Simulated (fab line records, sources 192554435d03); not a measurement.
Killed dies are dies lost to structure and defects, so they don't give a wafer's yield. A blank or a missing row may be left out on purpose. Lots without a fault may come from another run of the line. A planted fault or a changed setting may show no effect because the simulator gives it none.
Chamber matching | flow n5_finfet | N5_BEOL_M9_ETCH_62 on rie_diel-01: 4 sister chambers
The step etches SOC in N2/H2, target depth 110 nm, overetch 22 nm, time 165 s. 20 wafers are shown with their chamber, then 10 later ones without.

WAFERS WITH THEIR CHAMBER
wafer  | chamber | showerhead_plenum_p_Torr (Torr) | drypump_motor_current_A (A) | throttle_valve_pct (%)
L074.1 | 2       | 2.57                            | 5.7                         | 18.07
L074.3 | 3       | 2.59                            | 6.0                         | 17.67
L074.5 | 0       | 2.49                            | 5.4                         | 17.77
L075.2 | 3       | 2.59                            | 6.0                         | 17.68
L075.4 | 1       | 2.72                            | 5.6                         | 17.81
L075.5 | 0       | 2.49                            | 5.4                         | 17.76
L076.4 | 2       | 2.57                            | 5.7                         | 18.08
L076.5 | 2       | 2.57                            | 5.7                         | 18.08
L076.6 | 3       | 2.59                            | 6.1                         | 17.69
L084.4 | 3       | 2.58                            | 6.1                         | 17.74
L084.5 | 0       | 2.48                            | 5.4                         | 17.81
L084.6 | 3       | 2.58                            | 6.1                         | 17.72
L085.1 | 1       | 2.71                            | 5.7                         | 17.84
L085.2 | 2       | 2.56                            | 5.7                         | 18.11
L085.6 | 3       | 2.58                            | 6.1                         | 17.72
L086.3 | 2       | 2.56                            | 5.7                         | 18.14
L086.5 | 1       | 2.71                            | 5.6                         | 17.86
L086.6 | 2       | 2.56                            | 5.7                         | 18.11
L087.2 | 0       | 2.47                            | 5.4                         | 17.82
L087.4 | 3       | 2.58                            | 6.1                         | 17.73

SIGNATURES (means of the wafers above)
reading                  | chamber 0 | chamber 1 | chamber 2 | chamber 3 | scatter within a chamber
showerhead_plenum_p_Torr | 2.4825    | 2.7133    | 2.5650    | 2.5843    | 0.00644
drypump_motor_current_A  | 5.400     | 5.633     | 5.700     | 6.071     | 0.0362
throttle_valve_pct       | 17.7900   | 17.8367   | 18.0983   | 17.7071   | 0.027
Rule: a wafer's distance from a chamber is the root of the sum, over the readings, of the square of ((its reading less the chamber's mean) divided by the reading's scatter). The wafer belongs to the nearest chamber; if the next one is less than 2 further off, it can't be placed. The scatter: the root of (the sum of the squares of (reading less its chamber's mean) over the shown wafers, divided by (wafers less chambers)).

WAFERS WITHOUT THEIR CHAMBER
wafer  | showerhead_plenum_p_Torr (Torr) | drypump_motor_current_A (A) | throttle_valve_pct (%)
L087.6 | 2.58                            | 6.1                         | 17.72
L091.1 | 2.47                            | 5.4                         | 17.83
L091.2 | 2.57                            | 6.1                         | 17.74
L091.3 | 2.70                            | 5.6                         | 17.87
L094.1 | 2.70                            | 5.6                         | 17.89
L094.5 | 2.55                            | 5.7                         | 18.14
L094.6 | 2.57                            | 6.1                         | 17.77
L093.1 | 2.55                            | 5.7                         | 18.15
L093.4 | 2.47                            | 5.4                         | 17.85
L093.5 | 2.57                            | 6.1                         | 17.77

WHICH CHAMBER EACH WENT THROUGH
wafer  | from the rows above | in truth
L087.6 | 3                   | 3
L091.1 | 0                   | 0
L091.2 | 3                   | 3
L091.3 | 1                   | 1
L094.1 | 1                   | 1
L094.5 | 2                   | 2
L094.6 | 3                   | 3
L093.1 | 2                   | 2
L093.4 | 0                   | 0
L093.5 | 3                   | 3
Placed correctly: 10 of 10. Can't be placed from these rows: 0. Placed wrongly: 0.
